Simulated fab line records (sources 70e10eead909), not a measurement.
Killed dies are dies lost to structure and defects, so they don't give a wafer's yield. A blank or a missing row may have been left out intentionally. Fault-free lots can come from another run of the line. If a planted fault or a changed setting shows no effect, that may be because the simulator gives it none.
What tool caused it?	flow nand_harc	Sampling: 24 lots, 72 wafers, 3 of 1159 route steps

## WHAT THE GAUGES READ, wafer by wafer
NHARC_P_STI_CD_MEAS_16.
lot	measured	on	cd_nm (nm)
L074	day 2 14:04	cd_sem-03	209 199 201
L075	day 2 19:02	cd_sem-03	208 205 204
L077	day 3 03:08	cd_sem-01	196 197 198
L076	day 3 03:18	cd_sem-03	199 200 195
L078	day 3 13:07	cd_sem-03	199 199 201
L079	day 3 19:50	cd_sem-02	205 203 206
L081	day 4 03:56	cd_sem-02	201 203 204
L080	day 4 04:05	cd_sem-02	199 202 199
L082	day 4 11:37	cd_sem-01	204 205 202
L083	day 4 21:06	cd_sem-01	202 207 212
L084	day 4 21:18	cd_sem-01	199 208 202
L085	day 5 05:34	cd_sem-03	210 200 212
L086	day 5 11:38	cd_sem-03	199 201 202
L087	day 5 19:51	cd_sem-01	199 201 197
L088	day 6 02:17	cd_sem-01	204 201 201
L089	day 6 02:27	cd_sem-02	207 208 201
L090	day 6 11:46	cd_sem-02	206 206 200
L091	day 6 19:04	cd_sem-02	205 198 200
L092	day 7 00:01	cd_sem-03	201 200 206
L094	day 7 08:13	cd_sem-01	198 201 200
L093	day 7 08:23	cd_sem-02	206 203 199
L095	day 7 19:43	cd_sem-02	203 198 197
L096	day 7 19:53	cd_sem-03	203 198 198
L097	day 8 05:40	cd_sem-02	204 205 202

NHARC_P_GATE_CD_MEAS_59 targets a cd of 720 nm.
lot	measured	on	cd_nm (nm)
L074	day 5 09:17	cd_sem-01	719.1 721.8 719.0
L075	day 5 09:56	cd_sem-01	718.8 723.7 717.4
L077	day 5 22:40	cd_sem-03	721.0 720.4 722.2
L076	day 6 06:08	cd_sem-02	718.0 719.8 719.7
L078	day 6 06:17	cd_sem-03	718.9 720.5 722.3
L079	day 6 19:38	cd_sem-01	723.6 716.6 719.7
L081	day 7 00:34	cd_sem-01	717.7 718.5 721.6
L080	day 7 00:20	cd_sem-01	717.4 716.5 713.3
L082	day 7 06:53	cd_sem-02	718.5 724.0 720.1
L083	day 7 20:53	cd_sem-03	719.7 721.1 722.7
L084	day 7 18:16	cd_sem-02	718.4 716.6 718.8
L085	day 8 00:15	cd_sem-03	719.9 720.9 718.5
L086	day 8 12:11	cd_sem-01	721.1 720.3 719.0
L087	day 8 12:52	cd_sem-01	721.0 724.6 719.6
L088	day 8 21:56	cd_sem-03	718.0 719.4 716.7
L089	day 8 22:19	cd_sem-03	719.7 719.4 718.8
L090	day 9 08:14	cd_sem-02	718.5 720.1 718.4
L091	day 9 13:48	cd_sem-01	714.6 718.5 717.6
L092	day 9 14:05	cd_sem-03	717.4 716.3 719.0
L094	day 10 08:03	cd_sem-02	721.7 718.4 722.3
L093	day 10 08:29	cd_sem-01	719.0 718.0 719.0
L095	day 10 17:46	cd_sem-01	720.8 719.3 717.1
L096	day 10 17:31	cd_sem-01	720.4 717.9 718.4
L097	day 11 05:17	cd_sem-02	718.2 720.6 718.5

## WHICH TOOL RAN EACH LOT (tool, then ch and the chambers of the sampled wafers, then the start)
lot	NHARC_P_GATE_ETCH_104
L074	rie_diel-06 ch 1,3, day 4 19:50
L075	rie_diel-03 ch 0,1,2, day 4 20:01
L077	rie_diel-06 ch 0,1,2, day 5 09:01
L076	rie_diel-03 ch 1,2,3, day 5 09:53
L078	rie_diel-03 ch 1,2,3, day 5 16:46
L079	rie_diel-13 ch 0,2, day 6 03:58
L081	rie_diel-06 ch 0,1,3, day 6 09:53
L080	rie_diel-03 ch 1,2, day 6 09:48
L082	rie_diel-06 ch 0,1,3, day 6 15:11
L083	rie_diel-06 ch 0,2,3, day 7 05:25
L084	rie_diel-06 ch 0,3, day 7 04:59
L085	rie_diel-03 ch 0,2,3, day 7 09:04
L086	rie_diel-06 ch 0,1,2, day 7 23:02
L087	rie_diel-03 ch 0,1,3, day 7 23:13
L088	rie_diel-06 ch 1,2,3, day 8 07:58
L089	rie_diel-06 ch 0,2,3, day 8 08:32
L090	rie_diel-03 ch 1,2,3, day 8 18:36
L091	rie_diel-06 ch 2,3, day 9 00:31
L092	rie_diel-03 ch 0,2, day 9 00:19
L094	rie_diel-03 ch 0,2,3, day 9 18:36
L093	rie_diel-06 ch 1,2,3, day 9 19:02
L095	rie_diel-06 ch 2, day 10 03:42
L096	rie_diel-06 ch 1,2, day 10 03:23
L097	rie_diel-06 ch 0,1,2, day 10 15:46
- NHARC_P_GATE_ETCH_104: etches the open film in CF4/CHF3, target depth 60 nm.

## AS READ BY THE TOOLS THEMSELVES (means over the sampled wafers that have a number; for cases with no such wafer, the mark the record gives instead)
NHARC_P_GATE_ETCH_104.
lot	tool	drypump_motor_current_A (A)	oes_product_au (a.u.)	rf_vpp_V (V)	showerhead_plenum_p_Torr (Torr)	throttle_valve_pct (%)
L074	rie_diel-06	5.91	0.936	370.6	1.54	16.807
L075	rie_diel-03	6.12	0.954	368.8	1.52	16.802
L077	rie_diel-06	5.60	0.915	371.2	1.59	16.798
L076	rie_diel-03	6.15	0.938	370.3	1.56	16.805
L078	rie_diel-03	6.16	0.959	370.2	1.56	16.802
L079	rie_diel-13	5.66	0.953	372.5	1.62	16.811
L081	rie_diel-06	5.75	0.930	369.0	1.52	16.809
L080	rie_diel-03	6.20	0.943	368.8	1.52	16.804
L082	rie_diel-06	5.74	0.930	369.5	1.52	16.805
L083	rie_diel-06	5.66	0.923	370.2	1.55	16.793
L084	rie_diel-06	5.58	0.923	368.7	1.50	16.810
L085	rie_diel-03	6.07	0.973	370.0	1.55	16.794
L086	rie_diel-06	5.59	0.961	371.4	1.58	16.801
L087	rie_diel-03	6.21	0.960	370.9	1.57	16.806
L088	rie_diel-06	5.84	0.924	370.2	1.57	16.800
L089	rie_diel-06	5.66	0.931	369.5	1.55	16.799
L090	rie_diel-03	6.13	0.956	370.1	1.55	16.796
L091	rie_diel-06	5.89	0.922	368.6	1.53	16.817
L092	rie_diel-03	5.96	0.962	368.1	1.50	16.792
L094	rie_diel-03	6.05	0.918	369.0	1.55	16.799
L093	rie_diel-06	5.82	0.966	370.4	1.57	16.809
L095	rie_diel-06	5.61	0.908	373.7	1.66	16.796
L096	rie_diel-06	5.68	0.939	372.6	1.63	16.808
L097	rie_diel-06	5.59	0.971	370.7	1.58	16.802

## THE ANSWER, worked out from the rows above alone
Rule: what is usual is taken from the lots themselves. The widest of any qualifying gaps counts: lots, ordered by their means at a reading, are off when they make up no more than a third of the lots, leave a main group of 4 or more, and stand apart from it by 3 or more times the standard deviation of that group's means. The tables above print the reading to a certain number of digits; a main group whose means all agree to those digits is not used. Also off: a lot with no number at a reading for which 4 or more lots have one. All remaining lots with rows at the step are treated as sound. First the gauges in route order, then the tools' own readings, where a lot's mean is used as printed above. The first step at which some lot is off is used, and at that step the reading that is off furthest; a lot without a number counts as furthest.
None of the lots is off at any reading shown; this tells nothing.

## WHAT HAD BEEN PUT IN BY THE SIMULATOR
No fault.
